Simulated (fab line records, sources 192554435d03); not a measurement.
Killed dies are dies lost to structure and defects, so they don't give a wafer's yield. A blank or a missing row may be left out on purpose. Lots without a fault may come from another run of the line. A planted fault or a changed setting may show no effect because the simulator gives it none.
One fault seen from 2 desks | flow n5_finfet | each desk has only its own numbers; what lay behind them comes last

THE TOOL OWNER'S DESK: euv_scanner-02
The tool's own readings at N5_BEOL_M6_EXPOSE_25 (exposes mask V5, target cd 40 nm): means of the sampled wafers that have a number, for each lot that ran on this tool. A lot is out of limits, marked OUT, if its mean lies more than 4 standard deviations from the usual mean; the brackets give that distance.
Columns: A = exposure_dose_mJ_cm2 at N5_BEOL_M6_EXPOSE_25, usual 45.12; B = focus_offset_nm at N5_BEOL_M6_EXPOSE_25, usual 0.0 nm
lot  | first seen here | A                | B
L989 | day 8 11:35     | 44.97            | -0.3
L992 | day 9 14:04     | 44.98            | 0.3
L999 | day 11 15:20    | 46.55 (+6.5) OUT | 0.1
This desk's finding: out of limits on L999; first on L999, day 11 15:20 (exposure_dose_mJ_cm2 at N5_BEOL_M6_EXPOSE_25). In limits: L989, L992.

THE METROLOGY DESK
What the gauges read, lot by lot, whatever tool the lot ran on: means of the sampled wafers that have a number. A lot is out of limits, marked OUT, if its mean lies more than 4 standard deviations from the usual mean; the brackets give that distance.
Columns: A = cd_nm at N5_BEOL_M6_CD_MEAS_28, usual 40.01 nm
lot  | first seen here | A
L989 | day 8 11:43     | 39.79
L991 | day 8 22:10     | 39.89
L990 | day 8 22:13     | 39.61
L992 | day 9 14:12     | 39.87
L994 | day 9 20:47     | 40.01
L999 | day 11 15:29    | 40.74
L103 | day 12 18:56    | 39.97
L111 | day 15 00:49    | 39.96
This desk's finding: nothing out of limits on any of the 8 lots.

PUT TOGETHER
The tool owner's desk could have raised an alarm at day 11 15:20, on L999.
The metrology desk saw nothing out of limits.
The metrology desk has L999 on record, within its limits.
Of the lots named, all ran N5_BEOL_M6_EXPOSE_25 on euv_scanner-02.

WHAT THE SIMULATOR HAD PUT IN
Process parameter drift: euv_scanner-02, from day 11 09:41 on, at N5_BEOL_M6_EXPOSE_25. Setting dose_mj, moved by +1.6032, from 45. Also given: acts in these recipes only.
Lots struck among those shown: L999.
Hours from the fault's start to each desk's first reading out of limits: the tool owner's desk, 6.
